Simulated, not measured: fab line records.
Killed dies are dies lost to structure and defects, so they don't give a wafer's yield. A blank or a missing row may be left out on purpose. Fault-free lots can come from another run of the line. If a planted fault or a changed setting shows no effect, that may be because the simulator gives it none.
Code-filled problem report in 8D (eight disciplines) form || flow n5 finfet || the parts of the form that need people (team, actions taken, sign-off) are left out

== 1. THE ISSUE ==
Mean of killed_at_M4_up at N5_PASSIVATION_PROBE_49: 129 across 9 wafers in 3 lots; on wafers with no fault it is 14 (standard deviation 5.3). That is +22 standard deviations from the usual mean.
The first sign was on wafer L407.3 at day 15 07:51, on prober-01. The record has a number at this step for 9 wafers belonging to 3 lots. The rule behind "out" and "out of limits": a value lying over 4 standard deviations away from the usual mean. All remaining wafers that have a number are taken as sound.

== 2. WHAT IT IS, WHAT IT ISN'T ==
{"question": "which readings at this step", "is": "killed_at_M4_up, sort_bin_5_function", "is not": "killed_at_M0_to_M3, killed at contacts, killed at front end, killed at other, killed open, sort_bin_4_leakage, sort_bin_6_memory"}
{"question": "which lots", "is": "L407, L409, L411", "is not": "-"}
{"question": "which wafers of those lots", "is": "all that have a number", "is not": "-"}
{"question": "read on which tools", "is": "prober-01, prober-02", "is not": "-"}
{"question": "when", "is": "from day 15 07:51", "is not": "up to then (0 sound wafers)"}

== 3. WHAT RULES OUT EACH SUSPECT ==
Counting: a tool at any process step up to the reading remains a suspect when it ran all the lots that are out and ran no sound lot after the first of those.
- pvd sputter-02 at N5_BEOL_M13_PRE_CLEAN_42 (time 30 s): kept. It ran every lot that is out, first L407 (day 14 03:38), and no sound lot after that.
The count leaves pvd sputter-02 at N5_BEOL_M13_PRE_CLEAN_42.

== 4. THE CAUSE (what the simulator had put in) ==
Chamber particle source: pvd sputter-02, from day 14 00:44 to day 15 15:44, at N5_BEOL_M13_PRE_CLEAN_42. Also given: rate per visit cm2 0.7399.
The count eliminated every tool but this one.

== 5. THE EFFECT CHAIN, in route order ==
Each row: a reading whose mean over the struck wafers that have a number lies more than 3 standard deviations from the usual. Only readings for which the record gives a usual standard deviation are gone through. hours: the time from each lot's start at the first step in this table that gives one to its start at this step, as a median over the lots. sigmas: the change in usual standard deviations.
{"hours": 0, "step": "N5_PASSIVATION_PROBE_49", "reading": "defect limited yield", "usual": "91.0 %", "on struck wafers": 82.1, "change": -8.9, "sigmas": -5.6}
{"hours": 0, "step": "N5_PASSIVATION_PROBE_49", "reading": "killed_at_M4_up", "usual": 14, "on struck wafers": 129, "change": "+115", "sigmas": "+22"}
{"hours": 0, "step": "N5_PASSIVATION_PROBE_49", "reading": "killed dies", "usual": 106, "on struck wafers": 211, "change": "+105", "sigmas": "+5.5"}
{"hours": 0, "step": "N5_PASSIVATION_PROBE_49", "reading": "sort_bin_5_function", "usual": "5.3 %", "on struck wafers": 11.8, "change": "+6.5", "sigmas": "+6.5"}
{"hours": 0, "step": "N5_PASSIVATION_PROBE_49", "reading": "sort n pass", "usual": 1073, "on struck wafers": 969, "change": -104, "sigmas": -5.5}
{"hours": 0, "step": "N5_PASSIVATION_PROBE_49", "reading": "sort yield pct", "usual": "91.0 %", "on struck wafers": 82.1, "change": -8.9, "sigmas": -5.6}
Process steps it contains:
- N5_PASSIVATION_PROBE_49

== 6. WHAT WOULD HAVE CAUGHT IT SOONER ==
First out-of-limits reading in this record: day 15 07:51, which is 31 hours after fault onset at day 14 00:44.
No tool reading at N5_BEOL_M13_PRE_CLEAN_42 that has a usual standard deviation in the record was out on any struck wafer, so an alarm limit of 4 standard deviations on those readings would not have fired.
Lots out: 3; all had begun N5_BEOL_M13_PRE_CLEAN_42 on pvd sputter-02 by day 15 07:51. Holding the tool at that point would not have protected any of them.
